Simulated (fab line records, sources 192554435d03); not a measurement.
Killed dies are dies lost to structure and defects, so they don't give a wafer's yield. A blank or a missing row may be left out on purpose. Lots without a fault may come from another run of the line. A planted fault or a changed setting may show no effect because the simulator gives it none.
fab line records | flow n5_finfet
record lots=7 wafers=21
route steps=1938 shown SD_EPI_P@300 SD_ACTIVATION@330 SDB@353 HKMG_FIN@433 GATE_CUT@484 MOL_CONTACT_COAG@615
start_h: hours from the record's first day to the start of the lot's first wafer shown | wait_h: hours since the lot's step before | " the same as in the row above | L1.1+2: a row that stands for several wafers | - no value, or no start given | * or withheld: withheld | < > ~ a bound
route shown NAME@n: a module of which the file shows steps, and the number in the route of the first | usual: mean/standard deviation of fault-free wafers | same: alike in all rows | chamber/n: place in a boat | sites: the reading at each site | _std_site: their standard deviation | _edge_site: outer sites' mean less inner sites' | radius_mm: how far each site lies from the wafer's centre | mask NAME#n: copy n | behind: the tool/chamber that last shaped the wafer | hold: why the lot was held/for how many hours/how that ended | device: the transistor (n, p or np) that didn't switch | end of line: the same wafers' tests at the end of the route | a step without rows: its recipe alone | killed: dies lost to structure and defects at the first sort, not the wafer's yield | map: a wafer's dies, x killed, . not, _ none there
set.NAME: the setting as run; set.NAME@STEP: as run at that earlier step | model.NAME: the simulator's own value behind a step, which no gauge read
lots whose settings were changed on purpose; a table a step, a row a wafer
## steps
# step N5_SD_EPI_P_EXPOSE_06
# recipe mask_id=SD_P_BLK na=1.35 source_shape=conventional sigma_outer=0.8 polarization=unpolarized target_cd_nm=240 dose_mj=39.5
# columns lot.wafer tool chamber start_h wait_h mask set.dose_mj
L074.2+3+5 arfi_scanner-03 0 52.46 - SD_P_BLK#0 39.5
L076.1+4+6 arfi_scanner-01 0 67.21 - SD_P_BLK#0 39.5
L077.1+4+6 arfi_scanner-02 0 73.45 - SD_P_BLK#0 39.5
L081.3+4 arfi_scanner-02 0 95.09 - SD_P_BLK#0 36.86
L081.5 " 0 " " SD_P_BLK#0 39.5
L092.1+4+6 arfi_scanner-03 0 169.03 - SD_P_BLK#0 39.5
L094.2+5+6 arfi_scanner-02 0 176.19 - SD_P_BLK#0 39.5
L097.1+3+5 arfi_scanner-03 0 192.92 - SD_P_BLK#0 39.5
# step N5_SD_EPI_P_PEB_07
# recipe peb_temp_c=110 peb_time_s=60 resist=CAR-ArF-block
# step N5_SD_EPI_P_DEVELOP_08
# recipe develop_time_s=30 developer=TMAH resist=CAR-ArF-block dev_temp_c=23 rinse_liquid=diw dry=air_spin
# step N5_SD_EPI_P_HM_STRIP_48
# recipe chemistry=H3PO4 temp_c=160 material=SiNx target=SiNx target_depth_a=30 overetch_fraction=0.3
# step N5_SD_EPI_P_SRD_49
# recipe dry=ipa_marangoni time_s=30 temp_c=23 rinse_liquid=diw
# step N5_SD_EPI_P_PRECLEAN_24
# recipe chemistry=O3/DIW time_s=45 temp_c=22 o3_ppm=10
# columns lot.wafer tool chamber start_h wait_h set.temp_c@SD_EPI_N_EPI_21 model.Si-P_of_SD_EPI_N_EPI_21.thk_nm
L074.2+5 wet_bench-06 6,7 56.31 0.0 680 58.2
L074.3 " 0 " " 681.8 59.8
L076.1 wet_bench-03 0 71.07 0.0 680 58
L076.4 " 3 " " 680 58.4
L076.6 " 6 " " 680 57.8
L077.1 wet_bench-01 2 77.31 0.0 684.5 63.2
L077.4+6 " 7,1 " " 680 58
L081.3 wet_bench-03 7 98.97 0.0 680 57.8
L081.4 " 2 " " 680 58.6
L081.5 " 3 " " 683.6 61.8
L092.1 wet_bench-03 1 172.90 0.0 680 58.2
L092.4 " 2 " " 680 59
L092.6 " 6 " " 680 58.4
L094.2+5 wet_bench-01 3,1 180.35 0.0 680 58
L094.6 " 6 " " 677.9 56.4
L097.1 wet_bench-01 1 197.77 0.0 680 58.4
L097.3 " 0 " " 680 58
L097.5 " 2 " " 680 58.2
# step N5_SD_EPI_P_PRECLEAN_32
# recipe chemistry=dHF time_s=10 dilution=500:1 temp_c=25
# step N5_SD_EPI_P_PRECLEAN_33
# recipe chemistry=SC2 time_s=45 temp_c=35 mix=1:1:50
# step N5_SD_ACTIVATION_RTA_00
# recipe temp_c=975 time_s=0 ambient=N2 idle_temp_c=600 ramp_up_c_per_s=150 ramp_down_c_per_s=60 cool_to_c=600
# step N5_SD_ACTIVATION_LSA_01
# recipe temp_c=1080 time_s=0.0008 ambient=N2
# step N5_SD_ACTIVATION_RS_MEAS_03
# recipe thk_meas_gauge=four-point-probe
# usual RS_SD_N=21.95/0.23 RS_SD_P=56.0/0.83
# columns lot.wafer tool chamber start_h wait_h set.temp_c@SD_EPI_N_EPI_21 RS_SD_N[ohm/sq] RS_SD_P[ohm/sq]
L074.2 film_metro-01 - 56.85 0.2 680 22.13 56.4
L074.3 " - " " 681.8 21.48 56.5
L074.5 " - " " 680 21.96 56.9
L076.1 film_metro-02 - 71.57 0.2 680 22.26 55.6
L076.4 " - " " 680 21.99 55.5
L076.6 " - " " 680 21.88 55.7
L077.1 film_metro-02 - 77.99 0.2 684.5 20.19 56.0
L077.4 " - " " 680 21.75 55.6
L077.6 " - " " 680 22.06 56.4
L081.3 film_metro-02 - 99.51 0.2 680 21.94 56.3
L081.4 " - " " 680 21.76 56.5
L081.5 " - " " 683.6 20.53 57.6
L092.1 film_metro-02 - 173.43 0.2 680 21.91 55.9
L092.4 " - " " 680 21.73 56.3
L092.6 " - " " 680 21.63 56.0
L094.2 film_metro-02 - 180.87 0.2 680 21.89 55.7
L094.5 " - " " 680 22.04 55.6
L094.6 " - " " 677.9 22.73 55.5
L097.1 film_metro-01 - 198.27 0.2 680 21.78 56.3
L097.3 " - " " 680 22.04 55.8
L097.5 " - " " 680 22.13 56.1
# step N5_SDB_EXPOSE_08
# recipe mask_id=SDB na=1.35 source_shape=conventional sigma_outer=0.5 polarization=unpolarized dose_mj=49.6
# columns lot.wafer tool chamber start_h wait_h mask set.dose_mj
L074.2+5 arfi_scanner-01 0 63.77 - SDB#0 52.34
L074.3 " 0 " " SDB#0 49.6
L076.1+4+6 arfi_scanner-01 0 78.39 - SDB#0 49.6
L077.1+4+6 arfi_scanner-01 0 84.93 - SDB#0 49.6
L081.3+5 arfi_scanner-03 0 107.02 - SDB#0 49.6
L081.4 " 0 " " SDB#0 51.06
L092.1 arfi_scanner-01 0 180.25 - SDB#0 49.6
L092.4+6 " 0 " " SDB#0 47.42
L094.2+5+6 arfi_scanner-03 0 188.15 - SDB#0 49.6
L097.1+3+5 arfi_scanner-01 0 205.50 - SDB#0 49.6
# step N5_SDB_PEB_09
# recipe peb_temp_c=withheld peb_time_s=60 resist=CAR-ArF
# step N5_SDB_DEVELOP_10
# recipe develop_time_s=30 developer=TMAH resist=CAR-ArF rinse_liquid=diw dry=air_spin dev_temp_c=23
# step N5_SDB_CD_MEAS_11
# recipe target_cd_nm=50 landing_energy_ev=500 detector=se_inlens polarity=opening
# usual cd_nm=50.2/0.9
# columns lot.wafer tool chamber start_h wait_h set.dose_mj@SDB_EXPOSE_08 cd_nm
L074.2 cd_sem-02 0 63.90 - 52.34 55.9
L074.3 " 0 " " 49.6 49.1
L074.5 " 0 " " 52.34 56.1
L076.1 cd_sem-01 0 78.52 - 49.6 49.8
L076.4 " 0 " " 49.6 50.3
L076.6 " 0 " " 49.6 49.2
L077.1 cd_sem-03 0 85.05 - 49.6 50.7
L077.4 " 0 " " 49.6 50.4
L077.6 " 0 " " 49.6 50.7
L081.3 cd_sem-01 0 107.14 - 49.6 50.0
L081.4 " 0 " " 51.06 53.9
L081.5 " 0 " " 49.6 51.0
L092.1 cd_sem-02 0 180.37 - 49.6 49.5
L092.4 " 0 " " 47.42 45.0
L092.6 " 0 " " 47.42 45.4
L094.2 cd_sem-02 0 188.27 - 49.6 49.9
L094.5 " 0 " " 49.6 50.1
L094.6 " 0 " " 49.6 49.1
L097.1 cd_sem-02 0 205.63 - 49.6 51.7
L097.3 " 0 " " 49.6 51.2
L097.5 " 0 " " 49.6 52.1
# step N5_HKMG_FIN_DESCUM_17
# recipe chemistry=O2 time_s=7.9 source_power_w=50 bias_power_w=20 pressure_mtorr=20 rf_frequency_hz=2.712e+07 temp_c=40 resist=CAR-ArF o2_flow_sccm=225
# columns lot.wafer tool chamber start_h wait_h set.time_s model.CAR-ArF_of_HKMG_FIN_COAT_06.thk_nm
L074.2 rie_diel-06 2 73.07 0.0 7.9 83.6
L074.3 " 0 " " 7.221 83.8
L074.5 " 0 " " 7.221 83.6
L076.1 rie_diel-06 2 88.13 0.0 9.537 82.2
L076.4 " 0 " " 7.9 83.2
L076.6 " 0 " " 7.9 83.4
L077.1 rie_diel-05 1 94.39 0.3 7.9 83.4
L077.4+6 " 3,2 " " 8.74 83
L081.3+5 rie_diel-02 3,1 116.90 0.3 7.9 83.4
L081.4 " 2 " " 6.281 84.4
L092.1+4 rie_diel-05 3,0 189.31 0.0 7.9 83.6
L092.6 " 0 " " 7.122 84.2
L094.2+5 rie_diel-05 2,1 198.51 0.4 9.287 82.6
L094.6 " 2 " " 9.287 82.8
L097.1+5 rie_diel-06 2,1 216.78 0.1 7.9 83.6
L097.3 " 3 " " 7.9 83.8
# step N5_HKMG_FIN_ETCH_31
# recipe chemistry=CF4 target=SiARC target_depth_a=455 mask_material=CAR-ArF time_s=75.8 ion_energy_ev=80 pressure_mtorr=40 source_w=545 bias_w=36 Ar_flow_sccm=100 cf4_flow_sccm=100 ends=cleared
# columns lot.wafer tool chamber start_h wait_h set.time_s@HKMG_FIN_DESCUM_17 model.CAR-ArF_of_HKMG_FIN_COAT_06.thk_nm
L074.2 rie_diel-06 2 73.10 0.0 7.9 51
L074.3+5 " 0 " " 7.221 51
L076.1 rie_diel-06 2 88.17 0.0 9.537 49.6
L076.4+6 " 0 " " 7.9 50.6
L077.1 rie_diel-05 1 94.42 0.0 7.9 50.8
L077.4+6 " 3,2 " " 8.74 50.4
L081.3 rie_diel-02 3 116.93 0.0 7.9 50.8
L081.4 " 2 " " 6.281 51.8
L081.5 " 1 " " 7.9 51
L092.1 rie_diel-05 3 189.35 0.0 7.9 51
L092.4 " 0 " " 7.9 50.8
L092.6 " 0 " " 7.122 51.2
L094.2+5+6 rie_diel-05 2,1,2 198.55 0.0 9.287 50
L097.1+3+5 rie_diel-06 2,3,1 216.82 0.0 7.9 51
# step N5_HKMG_FIN_ETCH_32
# recipe chemistry=N2/H2 target=SOC target_depth_a=2400 temp_c=40 time_s=300 ion_energy_ev=200 mask_material=SiARC pressure_mtorr=30 source_w=840 bias_w=150 n2_flow_sccm=200 h2_flow_sccm=200
# usual rf_vpp_V=524.6/3
# columns lot.wafer tool chamber start_h wait_h set.source_w rf_vpp_V model.HKMG_FIN.feature_depth_nm model.etch.depth_nm model.SiARC_of_HKMG_FIN_COAT_30.thk_nm
L074.2 rie_diel-06 2 73.16 0.0 732.9 543.6 210 210 22.4
L074.3 " 0 " " 732.9 543.1 209 209.1 22.6
L074.5 " 0 " " 840 520.0 238 237.9 21.4
L076.1 rie_diel-06 2 88.22 0.0 840 518.7 235.6 235.6 21.4
L076.4 " 0 " " 840 518.7 236 235.9 21.6
L076.6 " 0 " " 840 519.6 234.8 234.9 21.6
L077.1 rie_diel-05 1 94.48 0.0 840 522.5 238.4 238.3 21.2
L077.4 " 3 " " 701.2 553.9 205.8 205.9 22.6
L077.6 " 2 " " 840 525.9 238.2 238.1 21.6
L081.3 rie_diel-02 3 116.99 0.0 840 528.8 240 240 21.4
L081.4 " 2 " " 840 520.1 242 242.1 21.2
L081.5 " 1 " " 840 521.8 233.8 233.8 21.2
L092.1 rie_diel-05 3 189.40 0.0 801.6 532.0 232.2 232.2 21.6
L092.4 " 0 " " 840 528.0 246.4 246.5 21
L092.6 " 0 " " 801.6 535.5 236.2 236.3 21.6
L094.2 rie_diel-05 2 198.60 0.0 840 526.6 237.8 237.8 21.6
L094.5 " 1 " " 706.2 553.5 216.2 216.2 22
L094.6 " 2 " " 706.2 556.0 207.4 207.3 22.8
L097.1 rie_diel-06 2 216.87 0.0 840 527.6 237.4 237.4 21.4
L097.3 " 3 " " 840 522.2 244.6 244.5 21
L097.5 " 1 " " 840 526.5 237.4 237.3 21.4
# step N5_GATE_CUT_EXPOSE_10
# recipe mask_id=GATE_CUT na=0.33 source_shape=annular sigma_inner=0.35 sigma_outer=0.8 polarization=unpolarized target_cd_nm=20 dose_mj=43.25
# columns lot.wafer tool chamber start_h wait_h mask set.dose_mj
L074.2+3 euv_scanner-01 0 81.12 - GATE_CUT#0 43.25
L074.5 " 0 " " GATE_CUT#0 40.23
L076.1+4+6 euv_scanner-01 0 96.49 - GATE_CUT#0 43.25
L077.1 euv_scanner-02 0 103.20 - GATE_CUT#0 40.27
L077.4+6 " 0 " " GATE_CUT#0 43.25
L081.3+4+5 euv_scanner-02 0 125.08 - GATE_CUT#0 43.25
L092.1+4+6 euv_scanner-01 0 197.44 - GATE_CUT#0 43.25
L094.2+6 euv_scanner-02 0 206.93 - GATE_CUT#0 44.73
L094.5 " 0 " " GATE_CUT#0 43.25
L097.1+3+5 euv_scanner-02 0 225.76 - GATE_CUT#0 43.25
# step N5_GATE_CUT_PEB_11
# recipe peb_temp_c=100 peb_time_s=60 resist=CAR-EUV
# step N5_GATE_CUT_DEVELOP_12
# recipe develop_time_s=30 developer=TMAH resist=CAR-EUV rinse_liquid=surfactant_rinse dry=air_spin dev_temp_c=23
# step N5_GATE_CUT_CD_MEAS_13
# recipe target_cd_nm=20 landing_energy_ev=500 detector=se_inlens
# usual cd_nm=19.98/0.27
# columns lot.wafer tool chamber start_h wait_h set.dose_mj@GATE_CUT_EXPOSE_10 cd_nm
L074.2 cd_sem-03 0 81.25 - 43.25 19.73
L074.3 " 0 " " 43.25 19.53
L074.5 " 0 " " 40.23 17.80
L076.1 cd_sem-01 0 96.62 - 43.25 20.01
L076.4 " 0 " " 43.25 19.80
L076.6 " 0 " " 43.25 19.82
L077.1 cd_sem-02 0 103.33 - 40.27 18.45
L077.4 " 0 " " 43.25 19.94
L077.6 " 0 " " 43.25 20.38
L081.3 cd_sem-02 0 125.20 - 43.25 19.82
L081.4 " 0 " " 43.25 20.18
L081.5 " 0 " " 43.25 20.35
L092.1 cd_sem-02 0 197.58 - 43.25 19.77
L092.4 " 0 " " 43.25 19.93
L092.6 " 0 " " 43.25 19.62
L094.2 cd_sem-03 0 207.06 - 44.73 20.86
L094.5 " 0 " " 43.25 19.99
L094.6 " 0 " " 44.73 20.98
L097.1 cd_sem-01 0 225.89 - 43.25 19.84
L097.3 " 0 " " 43.25 19.69
L097.5 " 0 " " 43.25 20.23
# step N5_GATE_CUT_DESCUM_18
# recipe chemistry=O2 time_s=7 source_power_w=50 bias_power_w=20 pressure_mtorr=20 rf_frequency_hz=2.712e+07 temp_c=40 resist=CAR-EUV o2_flow_sccm=225
# columns lot.wafer tool chamber start_h wait_h set.time_s set.dose_mj@GATE_CUT_EXPOSE_10 model.GATE_CUT.cd_nm model.CAR-EUV_of_GATE_CUT_COAT_07.thk_nm
L074.2 rie_diel-04 2 81.41 0.1 7 43.25 19.6 26
L074.3 " 3 " " 8.541 43.25 20 25.2
L074.5 " 2 " " 8.541 40.23 18.2 25.4
L076.1 rie_diel-01 0 96.75 0.0 7 43.25 20 26
L076.4 " 3 " " 7 43.25 19.8 26
L076.6 " 0 " " 7.79 43.25 20 25.8
L077.1 rie_diel-04 0 103.45 0.0 7 40.27 18.4 26
L077.4 " 3 " " 7 43.25 20.2 26
L077.6 " 3 " " 7 43.25 20.2 26.2
L081.3 rie_diel-03 2 125.36 0.1 7 43.25 19.8 26.2
L081.4+5 " 0,1 " " 7 43.25 20 26.2
L092.1 rie_diel-03 2 197.73 0.1 6.046 43.25 19.8 26.6
L092.4 " 3 " " 7 43.25 20 26.2
L092.6 " 2 " " 6.046 43.25 19.6 26.6
L094.2 rie_diel-03 0 207.18 0.0 7 44.73 20.6 26.2
L094.5 " 0 " " 7 43.25 20 26
L094.6 " 3 " " 5.519 44.73 20.6 26.8
L097.1 rie_diel-04 3 226.11 0.1 7 43.25 20.2 26.2
L097.3+5 " 0,2 " " 7 43.25 20.2 26
# step N5_GATE_CUT_ETCH_28
# recipe chemistry=N2/H2 target=underlayer target_depth_a=130 mask_material=CAR-EUV time_s=10.4 ion_energy_ev=200 pressure_mtorr=30 source_w=840 bias_w=150 n2_flow_sccm=200 h2_flow_sccm=200 ends=cleared
# columns lot.wafer tool chamber start_h wait_h set.dose_mj@GATE_CUT_EXPOSE_10 set.time_s@GATE_CUT_DESCUM_18 model.GATE_CUT.cd_nm model.CAR-EUV_of_GATE_CUT_COAT_07.thk_nm
L074.2 rie_diel-04 2 81.44 0.0 43.25 7 19.6 14.4
L074.3 " 3 " " 43.25 8.541 20 13.8
L074.5 " 2 " " 40.23 8.541 18 13.8
L076.1 rie_diel-01 0 96.78 0.0 43.25 7 20 14.6
L076.4 " 3 " " 43.25 7 19.8 14.8
L076.6 " 0 " " 43.25 7.79 20 14.4
L077.1 rie_diel-04 0 103.49 0.0 40.27 7 18.2 14.4
L077.4+6 " 3 " " 43.25 7 20.2 14.6
L081.3 rie_diel-03 2 125.39 0.0 43.25 7 19.8 14.6
L081.4 " 0 " " 43.25 7 20 14.6
L081.5 " 1 " " 43.25 7 20.2 14.6
L092.1 rie_diel-03 2 197.76 0.0 43.25 6.046 19.8 15
L092.4 " 3 " " 43.25 7 20 14.6
L092.6 " 2 " " 43.25 6.046 19.6 15
L094.2 rie_diel-03 0 207.21 0.0 44.73 7 20.8 14.6
L094.5 " 0 " " 43.25 7 20 14.6
L094.6 " 3 " " 44.73 5.519 20.6 15.4
L097.1+3+5 rie_diel-04 3,0,2 226.14 0.0 43.25 7 20.2 14.6
# step N5_GATE_CUT_ETCH_36
# recipe chemistry=CF4 target=SiARC target_depth_a=130 mask_material=CAR-EUV time_s=21.7 ion_energy_ev=80 pressure_mtorr=40 source_w=545 bias_w=36 Ar_flow_sccm=100 cf4_flow_sccm=100 ends=cleared
# columns lot.wafer tool chamber start_h wait_h set.dose_mj@GATE_CUT_EXPOSE_10 set.time_s@GATE_CUT_DESCUM_18 model.GATE_CUT.cd_nm model.CAR-EUV_of_GATE_CUT_COAT_07.thk_nm
L074.2 rie_diel-04 2 81.46 0.0 43.25 7 19.6 6.8
L074.3 " 3 " " 43.25 8.541 20 6.2
L074.5 " 2 " " 40.23 8.541 18 6.2
L076.1 rie_diel-01 0 96.80 0.0 43.25 7 20 7
L076.4 " 3 " " 43.25 7 19.8 7
L076.6 " 0 " " 43.25 7.79 20 6.6
L077.1 rie_diel-04 0 103.51 0.0 40.27 7 18.2 6.8
L077.4 " 3 " " 43.25 7 20.2 7
L077.6 " 3 " " 43.25 7 20 7
L081.3 rie_diel-03 2 125.41 0.0 43.25 7 19.8 7
L081.4+5 " 0,1 " " 43.25 7 20.2 7
L092.1 rie_diel-03 2 197.78 0.0 43.25 6.046 19.8 7.4
L092.4 " 3 " " 43.25 7 20 7
L092.6 " 2 " " 43.25 6.046 19.6 7.4
L094.2 rie_diel-03 0 207.23 0.0 44.73 7 20.8 7
L094.5 " 0 " " 43.25 7 20 7
L094.6 " 3 " " 44.73 5.519 20.6 7.6
L097.1 rie_diel-04 3 226.16 0.0 43.25 7 20.2 7
L097.3+5 " 0,2 " " 43.25 7 20.2 6.8
# step N5_GATE_CUT_ETCH_37
# recipe chemistry=N2/H2 target=SOC target_depth_a=600 overetch_a=120 mask_material=SiARC temp_c=40 time_s=90 ion_energy_ev=200 pressure_mtorr=30 source_w=840 bias_w=150 n2_flow_sccm=200 h2_flow_sccm=200
# step N5_GATE_CUT_STRIP_38
# recipe chemistry=N2/H2 temp_c=40 n2_flow_sccm=200 h2_flow_sccm=200 rf_frequency_hz=6e+07
# step N5_GATE_CUT_CUT_ETCH_54
# recipe chemistry=Cl2/BCl3 target=TiN mask_material=SiO2 target_depth_a=967 pressure_mtorr=10 icp_w=1000 bias_w=126 Cl2_flow_sccm=53.25 bcl3_flow_sccm=21.75 Ar_flow_sccm=25 ends=cleared
# step N5_GATE_CUT_CUT_ETCH_55
# recipe chemistry=BCl3 target=HfO2 mask_material=SiO2 target_depth_a=32 ion_energy_ev=30 pressure_mtorr=5 icp_w=450 bias_w=18 bcl3_flow_sccm=80
# step N5_GATE_CUT_ETCH_47
# recipe chemistry=Cl2/BCl3 target=SiO2 target_depth_a=100 pressure_mtorr=10 icp_w=1000 bias_w=126 Cl2_flow_sccm=53.25 bcl3_flow_sccm=21.75 Ar_flow_sccm=25
# columns lot.wafer tool chamber start_h wait_h set.dose_mj@GATE_CUT_EXPOSE_10 model.GATE_CUT.cd_nm
L074.2 rie_metal-02 1 81.95 0.0 43.25 20
L074.3 " 1 " " 43.25 20.2
L074.5 " 0 " " 40.23 18
L076.1+6 rie_metal-01 1,0 97.29 0.0 43.25 19.8
L076.4 " 0 " " 43.25 20
L077.1 rie_metal-01 1 103.99 0.0 40.27 18.4
L077.4 " 0 " " 43.25 20.8
L077.6 " 0 " " 43.25 20.2
L081.3 rie_metal-03 1 125.91 0.0 43.25 19.6
L081.4 " 0 " " 43.25 20
L081.5 " 1 " " 43.25 20.2
L092.1 rie_metal-03 0 198.27 0.0 43.25 19.8
L092.4 " 1 " " 43.25 20.2
L092.6 " 0 " " 43.25 19.6
L094.2 rie_metal-02 1 207.72 0.0 44.73 21
L094.5 " 1 " " 43.25 20.2
L094.6 " 0 " " 44.73 20.6
L097.1 rie_metal-03 1 226.65 0.0 43.25 19.8
L097.3 " 0 " " 43.25 20.4
L097.5 " 0 " " 43.25 20
# step N5_MOL_CONTACT_COAG_VIA_ETCH_117
# recipe chemistry=C4F6/O2 target_depth_a=400 overetch_a=80 mask_material=SOC target=SiO2 bias_w=455 pressure_mtorr=10 time_s=26 source_w=325 Ar_flow_sccm=300 C4F6_flow_sccm=10 O2_flow_sccm=10 ion_energy_ev=575.3 ends=end_point
# usual rf_vpp_V=1588/11
# columns lot.wafer tool chamber start_h wait_h set.bias_w rf_vpp_V
L074.2 rie_diel-05 2 97.98 0.0 417.6 1473
L074.3 " 0 " " 455 1592
L074.5 " 2 " " 417.6 1473
L076.1 rie_diel-06 2 116.91 0.0 497.2 1691
L076.4 " 1 " " 497.2 1693
L076.6 " 3 " " 497.2 1710
L077.1 rie_diel-05 1 118.37 0.0 455 1596
L077.4 " 0 " " 455 1592
L077.6 " 1 " " 455 1595
L081.3 rie_diel-06 1 141.90 0.0 394.7 1425
L081.4 " 0 " " 455 1571
L081.5 " 3 " " 394.7 1439
L092.1 rie_diel-06 0 216.22 0.0 500.1 1713
L092.4 " 1 " " 455 1585
L092.6 " 0 " " 500.1 1712
L094.2 rie_diel-06 0 221.99 0.0 426.5 1521
L094.5 " 0 " " 455 1596
L094.6 " 3 " " 426.5 1524
L097.1 rie_diel-06 2 242.32 0.0 455 1590
L097.3 " 3 " " 455 1600
L097.5 " 2 " " 455 1589
## key
split step=N5_SD_EPI_P_EXPOSE_06 setting=dose_mj stated=39.5 by=wafer
response none clear
split step=N5_SDB_EXPOSE_08 setting=dose_mj stated=49.6 by=wafer
response step=N5_SDB_CD_MEAS_11 reading=cd_nm change=+1.15 per=1% r=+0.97
split step=N5_HKMG_FIN_DESCUM_17 setting=time_s stated=7.9 by=wafer
response step=N5_HKMG_FIN_DESCUM_17 reading=model.CAR-ArF_of_HKMG_FIN_COAT_06.thk_nm change=-0.0479 per=1% r=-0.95
response step=N5_HKMG_FIN_ETCH_31 reading=model.CAR-ArF_of_HKMG_FIN_COAT_06.thk_nm change=-0.0409 per=1% r=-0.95
split step=N5_HKMG_FIN_ETCH_32 setting=source_w stated=840 by=wafer
response step=N5_HKMG_FIN_ETCH_32 reading=rf_vpp_V change=-1.78 per=1% r=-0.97
response step=N5_HKMG_FIN_ETCH_32 reading=model.HKMG_FIN.feature_depth_nm change=+1.93 per=1% r=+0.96
response step=N5_HKMG_FIN_ETCH_32 reading=model.etch.depth_nm change=+1.93 per=1% r=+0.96
response step=N5_HKMG_FIN_ETCH_32 reading=model.SiARC_of_HKMG_FIN_COAT_30.thk_nm change=-0.0695 per=1% r=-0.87
split step=N5_GATE_CUT_EXPOSE_10 setting=dose_mj stated=43.25 by=wafer
response step=N5_GATE_CUT_CD_MEAS_13 reading=cd_nm change=+0.257 per=1% r=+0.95
response step=N5_GATE_CUT_DESCUM_18 reading=model.GATE_CUT.cd_nm change=+0.237 per=1% r=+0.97
response step=N5_GATE_CUT_ETCH_28 reading=model.GATE_CUT.cd_nm change=+0.266 per=1% r=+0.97
response step=N5_GATE_CUT_ETCH_36 reading=model.GATE_CUT.cd_nm change=+0.26 per=1% r=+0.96
response step=N5_GATE_CUT_ETCH_47 reading=model.GATE_CUT.cd_nm change=+0.289 per=1% r=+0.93
split step=N5_GATE_CUT_DESCUM_18 setting=time_s stated=7 by=wafer
response step=N5_GATE_CUT_DESCUM_18 reading=model.CAR-EUV_of_GATE_CUT_COAT_07.thk_nm change=-0.0305 per=1% r=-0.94
response step=N5_GATE_CUT_ETCH_28 reading=model.CAR-EUV_of_GATE_CUT_COAT_07.thk_nm change=-0.0313 per=1% r=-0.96
response step=N5_GATE_CUT_ETCH_36 reading=model.CAR-EUV_of_GATE_CUT_COAT_07.thk_nm change=-0.0288 per=1% r=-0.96
split step=N5_MOL_CONTACT_COAG_VIA_ETCH_117 setting=bias_w stated=455 by=wafer
response step=N5_MOL_CONTACT_COAG_VIA_ETCH_117 reading=rf_vpp_V change=+12 per=1% r=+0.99
split outside_this_file step=N5_SD_EPI_N_EPI_21 setting=temp_c
# split outside_this_file: this setting was split too, and the file shows its column; the key of that split is in another file
